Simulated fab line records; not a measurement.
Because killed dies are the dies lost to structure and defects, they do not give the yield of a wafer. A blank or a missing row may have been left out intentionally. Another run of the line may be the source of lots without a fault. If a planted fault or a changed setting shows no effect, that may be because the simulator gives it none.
Chamber matching -- flow n5-finfet -- 3 sister chambers for N5_BEOL_M5_CO_CAP_78 on cvd-co-01
The step material Co, precursor CCTBA/H2, target thk 2 nm, time 102.1 s. 6 wafers are shown with their chamber, then 12 later ones without.

## WAFERS, EACH WITH ITS CHAMBER
wafer,chamber,heater-power-w (W)
L084.2,1,226
L089.5,0,228
L089.6,1,232
L088.1,0,231
L088.3,2,211
L088.6,2,210

## WAFERS MISSING THEIR CHAMBER
wafer,heater-power-w (W)
L090.2,230
L090.5,226
L090.6,230
L092.2,220
L092.3,233
L092.5,209
L094.1,227
L094.3,227
L094.5,210
L095.3,228
L095.4,227
L095.5,231

## EACH ONE'S CHAMBER
wafer,from the rows above,in truth
L090.2,can't be placed: 0 or 1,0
L090.5,can't be placed: 1 or 0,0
L090.6,can't be placed: 0 or 1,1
L092.2,can't be placed: 1 or 0 or 2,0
L092.3,can't be placed: 0 or 1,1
L092.5,2,2
L094.1,can't be placed: 1 or 0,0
L094.3,can't be placed: 1 or 0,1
L094.5,2,2
L095.3,can't be placed: 1 or 0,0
L095.4,can't be placed: 1 or 0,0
L095.5,can't be placed: 0 or 1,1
Correctly placed: 2 of 12. Cannot be placed on the basis of these rows: 10; the candidates contain the true chamber in 10. Wrongly placed: 0.
How it was worked out, from the rows above alone: a wafer's distance from a chamber is the root of the sum, over the readings, of the square of ((its reading less the chamber's mean) divided by the reading's scatter). If the next closest chamber is less than 2 further off than the closest, the wafer can't be placed; otherwise it belongs to the closest. Each chamber's mean is taken over the wafers shown for it. The scatter: take each reading less its chamber's mean, square it, sum over the shown wafers, divide by the number of wafers less the number of chambers, and take the root.
